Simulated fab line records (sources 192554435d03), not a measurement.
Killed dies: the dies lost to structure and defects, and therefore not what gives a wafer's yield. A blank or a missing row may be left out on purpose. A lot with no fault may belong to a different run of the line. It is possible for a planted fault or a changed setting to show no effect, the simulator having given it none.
Chamber matching	flow n5-finfet	N5_GATE_CUT_HM_DEP_46 on pecvd-03 has 3 sister chambers
The step deposits SiO2 from TEOS/O2, target thk 130 nm, time 26.6 s. 22 wafers are shown with their chamber, then 11 later ones without.

## EACH WAFER AND ITS CHAMBER
wafer	chamber	throttle-valve-pct (%)	showerhead-plenum-p-Torr (Torr)	heater-power-w (W)
L075.1	1	17.9	8.35	529
L075.4	1	17.8	8.32	525
L075.5	2	16.1	8.36	494
L077.3	0	19.8	8.33	477
L077.4	0	19.8	8.38	483
L077.5	1	18.2	8.32	551
L080.2	0	19.8	8.32	538
L080.4	2	16.1	8.38	547
L080.6	0	19.8	8.33	555
L081.2	1	17.8	8.29	614
L081.3	0	19.8	8.36	521
L081.5	2	16.5	8.34	550
L085.1	1	18.1	8.33	569
L085.3	2	16.7	8.35	614
L085.6	2	16.3	8.36	472
L086.2	2	16.3	8.35	519
L086.3	1	18.1	8.32	616
L086.4	2	16.7	8.37	546
L092.1	0	19.9	8.34	559
L092.3	1	18.0	8.30	581
L092.6	0	19.6	8.34	550
L094.2	1	18.0	8.33	562

SIGNATURES (averages over the wafers above)
reading	chamber 0	chamber 1	chamber 2	scatter within a chamber
throttle-valve-pct	19.786	17.988	16.386	0.176
showerhead-plenum-p-Torr	8.3429	8.3200	8.3586	0.0178
heater-power-w	526.14	568.38	534.57	38.3
Rule: a wafer's distance from a chamber is the root of the sum, over the readings, of the square of ((its reading less the chamber's mean) divided by the reading's scatter). If the next closest chamber is less than 2 further off than the closest, the wafer can't be placed; otherwise it belongs to the closest. The scatter: take each reading less its chamber's mean, square it, sum over the shown wafers, divide by the number of wafers less the number of chambers, and take the root.

## WAFERS WHOSE CHAMBER IS MISSING
wafer	throttle-valve-pct (%)	showerhead-plenum-p-Torr (Torr)	heater-power-w (W)
L094.3	19.9	8.35	510
L094.6	18.1	8.31	571
L095.1	20.0	8.34	542
L095.2	16.8	8.38	617
L095.3	18.2	8.31	599
L095.4	19.9	8.33	562
L095.5	16.6	8.35	607
L095.6	18.0	8.31	599
L096.1	18.0	8.33	473
L096.2	16.7	8.36	569
L096.4	16.8	8.34	562

## WHICH CHAMBER EACH ONE RAN IN
wafer	from the rows above	in truth
L094.3	0	0
L094.6	1	1
L095.1	0	0
L095.2	2	2
L095.3	1	1
L095.4	0	0
L095.5	2	2
L095.6	1	1
L096.1	1	1
L096.2	2	2
L096.4	2	2
Correctly placed: 11 of 11. Not placeable from these rows: 0. Wrongly placed: 0.
